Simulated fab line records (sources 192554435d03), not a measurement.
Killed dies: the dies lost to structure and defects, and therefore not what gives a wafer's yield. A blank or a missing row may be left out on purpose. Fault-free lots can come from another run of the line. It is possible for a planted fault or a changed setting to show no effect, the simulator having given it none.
Matching of chambers | flow n5-finfet | 3 sister chambers for N5_BEOL_M4_ILD_DEP_00 on pecvd-03
The step deposits SiOC from DEMS/O2, target thk 79 nm, time 15.3 s. 14 wafers are shown with their chamber, then 7 later ones without.

## WAFERS PAIRED WITH THEIR CHAMBERS
wafer  | chamber | throttle-valve-pct (%) | showerhead-plenum-p-Torr (Torr) | heater-power-w (W)
L781.2 | 2       | 10.6                   | 5.707                           | 419
L781.3 | 2       | 10.3                   | 5.708                           | 423
L781.5 | 2       | 10.4                   | 5.704                           | 420
L782.1 | 1       | 12.0                   | 5.683                           | 484
L782.4 | 0       | 13.4                   | 5.710                           | 442
L782.5 | 1       | 11.8                   | 5.708                           | 478
L786.1 | 1       | 12.0                   | 5.698                           | 463
L786.2 | 0       | 13.2                   | 5.708                           | 387
L786.5 | 2       | 10.5                   | 5.703                           | 480
L788.2 | 2       | 10.5                   | 5.719                           | 395
L788.3 | 0       | 13.6                   | 5.690                           | 467
L788.6 | 0       | 13.5                   | 5.695                           | 372
L787.3 | 1       | 12.0                   | 5.697                           | 406
L787.5 | 0       | 13.7                   | 5.701                           | 413

SIGNATURES, as means of the wafers listed above
reading                  | chamber 0 | chamber 1 | chamber 2 | scatter within a chamber
throttle-valve-pct       | 13.480    | 11.950    | 10.460    | 0.145
showerhead-plenum-p-Torr | 5.70080   | 5.69650   | 5.70820   | 0.00835
heater-power-w           | 416.20    | 457.75    | 427.40    | 35.5
Rule: distance of a wafer from a chamber = root of the sum over the readings of ((wafer's reading minus chamber's mean) / reading's scatter) squared. If the next closest chamber is less than 2 further off than the closest, the wafer can't be placed; otherwise it belongs to the closest. The scatter is the square root of a quotient: the sum, over the shown wafers, of each reading's squared deviation from its chamber's mean, divided by wafers minus chambers.

## WAFERS WITH NO CHAMBER GIVEN
wafer  | throttle-valve-pct (%) | showerhead-plenum-p-Torr (Torr) | heater-power-w (W)
L787.6 | 10.4                   | 5.698                           | 476
L791.4 | 11.9                   | 5.693                           | 432
L791.6 | 10.3                   | 5.729                           | 461
L793.3 | 10.3                   | 5.707                           | 452
L793.6 | 12.0                   | 5.689                           | 476
L792.2 | 11.9                   | 5.710                           | 393
L792.4 | 11.8                   | 5.720                           | 399

## WHICH CHAMBER EACH ONE RAN IN
wafer  | from the rows above | in truth
L787.6 | 2                   | 2
L791.4 | 1                   | 1
L791.6 | 2                   | 2
L793.3 | 2                   | 2
L793.6 | 1                   | 1
L792.2 | 1                   | 1
L792.4 | 1                   | 1
7 of 7 placed correctly. Can't be placed from these rows: 0. 0 placed wrongly.
